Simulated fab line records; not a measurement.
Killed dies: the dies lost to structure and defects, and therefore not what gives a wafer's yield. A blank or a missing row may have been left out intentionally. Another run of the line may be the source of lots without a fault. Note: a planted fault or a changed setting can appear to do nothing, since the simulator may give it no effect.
Chamber matching | flow nand harc | 4 sister chambers for NHARC_A_WL_FILL_ALD_19 on ald metal-01
The step deposits TiN, target thk 2 nm, pulse time 3 s, ald cycles 100. 8 wafers are shown with their chamber, then 12 later ones without.

== WAFERS PAIRED WITH THEIR CHAMBERS ==
wafer  | chamber | heater power w (W) | precursor pulse height rel
L087.1 | 0       | 938                | 1.034
L086.2 | 1       | 1017               | 1.004
L086.1 | 0       | 956                | 1.005
L086.3 | 3       | 1013               | 1.021
L086.6 | 3       | 999                | 1.000
L092.3 | 2       | 989                | 1.015
L092.5 | 2       | 977                | 0.994
L092.6 | 1       | 1045               | 1.012

== WAFERS WITHOUT THEIR CHAMBER ==
wafer  | heater power w (W) | precursor pulse height rel
L094.1 | 958                | 1.021
L094.3 | 1017               | 0.990
L094.5 | 1042               | 1.021
L097.1 | 963                | 1.025
L097.3 | 921                | 1.001
L097.6 | 1015               | 1.006
L097.2 | 1009               | 1.003
L097.4 | 1058               | 0.994
L097.5 | 912                | 0.982
L095.2 | 1053               | 1.007
L095.3 | 962                | 1.005
L095.5 | 1008               | 1.032

== WHICH CHAMBER EACH WENT THROUGH ==
wafer  | from the rows above          | in truth
L094.1 | can't be placed: 0 or 2      | 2
L094.3 | can't be placed: 1 or 3 or 2 | 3
L094.5 | can't be placed: 1 or 3      | 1
L097.1 | can't be placed: 0 or 2      | 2
L097.3 | 0                            | 0
L097.6 | can't be placed: 3 or 1 or 2 | 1
L097.2 | can't be placed: 3 or 1 or 2 | 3
L097.4 | can't be placed: 1 or 3      | 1
L097.5 | can't be placed: 0 or 2      | 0
L095.2 | can't be placed: 1 or 3      | 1
L095.3 | can't be placed: 0 or 2 or 3 | 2
L095.5 | can't be placed: 3 or 1 or 2 | 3
Correct placement for 1 of the 12. From these rows, 11 cannot be placed; in 11 the true chamber is one of the candidates. Number placed wrongly: 0.
How it was worked out, from the rows above alone: a wafer's distance from a chamber is the root of the sum, over the readings, of the square of ((its reading less the chamber's mean) divided by the reading's scatter). The wafer belongs to the nearest chamber; if the next one is less than 2 further off, it can't be placed. For every chamber, the mean is computed from those of its wafers that are shown. The scatter: take each reading less its chamber's mean, square it, sum over the shown wafers, divide by the number of wafers less the number of chambers, and take the root.
